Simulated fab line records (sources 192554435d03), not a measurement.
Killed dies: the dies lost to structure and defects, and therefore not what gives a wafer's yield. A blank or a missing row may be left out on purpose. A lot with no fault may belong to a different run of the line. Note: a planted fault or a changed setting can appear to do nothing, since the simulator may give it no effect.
Lot-split experiment -- flow n5Finfet -- on a route of 1938 steps: 7 lots, 39 wafers read

SPLIT DETAILS
At N5_DUMMY_GATE_ETCH_42 (etches SiO2 in CHF3/O2, target depth 3.5 nm, time 31 s), the setting biasW was moved away from the recipe's 12 W on 15 of the 39 wafers read, by -10.6% to +17.2%. The other wafers ran this setting at the recipe's value.

The reading is taken at the split's own step.

THE READING
rfVppV, in V, at N5_DUMMY_GATE_ETCH_42 (etches SiO2 in CHF3/O2, target depth 3.5 nm, time 31 s). A value of 42.6 V with a standard deviation of 0.99 V is what fault-free wafers of this fab line usually give.

wafer,"tool, chamber at the split","biasW as run, W",against the recipe,"rfVppV, V",against lot-mates on the recipe
L076.1,"rieDiel-06, 0",10.73,-10.6%,37.7,-4.9
L076.2,"rieDiel-06, 3",12,recipe,42.0,-
L076.3,"rieDiel-06, 1",10.73,-10.6%,38.4,-4.2
L076.4,"rieDiel-06, 2",10.73,-10.6%,38.4,-4.2
L076.5,"rieDiel-06, 2",12,recipe,43.4,-
L076.6,"rieDiel-06, 3",12,recipe,42.5,-
L084.1,"rieDiel-05, 1",12,recipe,41.1,-
L084.2,"rieDiel-05, 2",12,recipe,42.5,-
L084.3,"rieDiel-05, 0",12,recipe,42.9,-
L084.4,"rieDiel-05, 0",12,recipe,40.4,-
L084.5,"rieDiel-05, 1",12,recipe,41.7,-
L084.6,"rieDiel-05, 2",12,recipe,42.3,-
L088.1,"rieDiel-01, 3",13.98,+16.5%,48.7,+4.9
L088.2,"rieDiel-01, 0",13.98,+16.5%,47.1,+3.3
L088.3,"rieDiel-01, 2",13.98,+16.5%,47.3,+3.5
L088.4,"rieDiel-01, 1",12,recipe,43.9,-
L088.5,"rieDiel-01, 0",12,recipe,43.9,-
L088.6,"rieDiel-01, 3",12,recipe,43.7,-
L093.1,"rieDiel-01, 0",12,recipe,43.1,-
L093.2,"rieDiel-01, 1",11.41,-4.9%,42.4,+0.0
L093.3,"rieDiel-01, 2",11.41,-4.9%,43.7,+1.3
L093.4,"rieDiel-01, 3",12,recipe,41.3,-
L093.5,"rieDiel-01, 2",11.41,-4.9%,41.8,-0.6
L093.6,"rieDiel-01, 3",12,recipe,42.9,-
L095.1,"rieDiel-05, 0",14.06,+17.2%,48.4,+5.2
L095.2,"rieDiel-05, 3",12,recipe,42.7,-
L095.3,"rieDiel-05, 1",14.06,+17.2%,47.1,+3.9
L095.4,"rieDiel-05, 3",12,recipe,42.6,-
L095.5,"rieDiel-05, 1",14.06,+17.2%,47.4,+4.2
L095.6,"rieDiel-05, 0",12,recipe,44.3,-
L096.1,"rieDiel-01, 3",12,recipe,43.1,-
L096.2,"rieDiel-01, 2",12,recipe,44.9,-
L096.5,"rieDiel-01, 2",12,recipe,41.7,-
L097.1,"rieDiel-05, 2",11.35,-5.4%,40.7,-1.2
L097.2,"rieDiel-05, 0",11.35,-5.4%,40.5,-1.4
L097.3,"rieDiel-05, 1",12,recipe,42.3,-
L097.4,"rieDiel-05, 3",12,recipe,40.8,-
L097.5,"rieDiel-05, 1",11.35,-5.4%,40.5,-1.4
L097.6,"rieDiel-05, 2",12,recipe,42.5,-

THE FIT
A straight line over all 39 wafers: rfVppV changes by +0.312 V for each +1% of biasW; r = +0.91; the points scatter about the line by 1.1 V.
The same after taking each lot's own level away (the mean of its wafers on the recipe; 39 wafers): +0.265 V for each +1%; r = +0.90; scatter 0.99 V.
According to that fit, moving biasW by its largest amount changes the reading by 4.5 V.
The lots' own levels span 41.82 to 43.83 V, that is 2.0 times the standard deviation above.
In other words, the slope is changed by the lot-to-lot level; the two fits disagree.
Check: +4.37 V against its lot-mates is what the line predicts for one of the wafers moved furthest among these (+17.2%) when that wafer is left out of the fit. It came out at +5.2 V against them.
Tool readings at the split's step, against how far the setting was moved: rfVppV r = +0.91.

THE OTHER SPLITS THESE WAFERS WENT THROUGH
Note: prior to the reading, these wafers also went through further splits. Each is held against what the fit with the lots' levels taken away leaves over:
other split on the same wafers,wafers away from the commonest value,r with rfVppV (lot level and that fit taken away)
N5_FIN_SAQP_MANDREL_ETCH_22 targetDepthA,15,-0.21
N5_DUMMY_GATE_ETCH_31 targetDepthA,15,-0.27

THE FILE'S OWN FIT
rfVppV changes by +0.263 V for each +1% of biasW, r = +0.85.
